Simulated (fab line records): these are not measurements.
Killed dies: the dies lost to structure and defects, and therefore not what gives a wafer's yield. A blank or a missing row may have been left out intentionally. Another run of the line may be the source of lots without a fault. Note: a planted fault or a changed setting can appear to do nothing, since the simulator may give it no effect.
2 desks looking at one fault ; flow nand-harc ; each desk holds nothing but its own numbers, with what lay behind them at the end

== THE TOOL OWNER'S DESK: litho-track-04 ==
The tool's own readings at NHARC_P_M2_PEB_07 (peb time 65 s): means of the sampled wafers that have a number, for each lot that ran on this tool. The brackets show how far a lot's mean lies from the usual mean; more than 4 standard deviations puts the lot out of limits, marked OUT.
Columns: A = chill-plate-temp-C at NHARC_P_M2_PEB_07, usual 23.00 C; B = heater-power-total-W at NHARC_P_M2_PEB_07, usual 156.6 W
lot;first seen here;A;B
L872;day 8 07:40;22.89;156.8
L871;day 8 08:07;22.89;156.9
L873;day 9 05:44;23.05;156.4
L876;day 10 02:48;22.97;156.7
L878;day 11 03:43;23.05;203.1 (+99 or more) OUT
L879;day 11 08:47;22.87;203.5 (+99 or more) OUT
L890;day 15 20:07;22.85;156.9
Finding of this desk: L878, L879 out of limits; the first was L878 at day 11 03:43, on heater-power-total-W at NHARC_P_M2_PEB_07. L872, L871, L873, L876, L890 stayed within limits.

== THE METROLOGY DESK ==
What the gauges read for every lot (on any tool): the sampled wafers with a number, averaged. The brackets show how far a lot's mean lies from the usual mean; more than 4 standard deviations puts the lot out of limits, marked OUT.
Columns: A = cd-nm at NHARC_P_M2_CD_MEAS_09, usual 170.1 nm
lot;first seen here;A
L867;day 6 14:41;169.7
L872;day 8 07:44;170.8
L871;day 8 08:11;170.4
L873;day 9 05:49;170.5
L875;day 9 16:19;169.8
L876;day 10 02:53;170.8
L878;day 11 03:48;154.5 (-26) OUT
L879;day 11 08:52;154.4 (-26) OUT
L885;day 14 04:02;169.8
L886;day 14 05:31;169.6
L887;day 14 16:01;169.4
L889;day 15 07:23;169.4
L888;day 15 08:29;169.5
L890;day 15 20:13;170.1
Finding of this desk: L878, L879 out of limits; the first was L878 at day 11 03:48, on cd-nm at NHARC_P_M2_CD_MEAS_09. L867, L872, L871, L873, L875, L876, L885, L886, L887, L889, L888, L890 stayed within limits.

== TAKEN TOGETHER ==
The tool owner's desk had the chance to raise an alarm at day 11 03:43 on L878, L879.
On L878, L879, the metrology desk was in a position to raise an alarm at day 11 03:48.
Every lot named ran NHARC_P_M2_PEB_07 on litho-track-04.

== WHAT WAS PUT IN BY THE SIMULATOR ==
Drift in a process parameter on litho-track-04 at NHARC_P_M2_PEB_07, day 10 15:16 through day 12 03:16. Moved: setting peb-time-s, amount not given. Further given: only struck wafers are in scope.
Lots struck among those shown: L878, L879.
Hours from the fault's start to each desk's first reading out of limits: the tool owner's desk, 12; the metrology desk, 13.
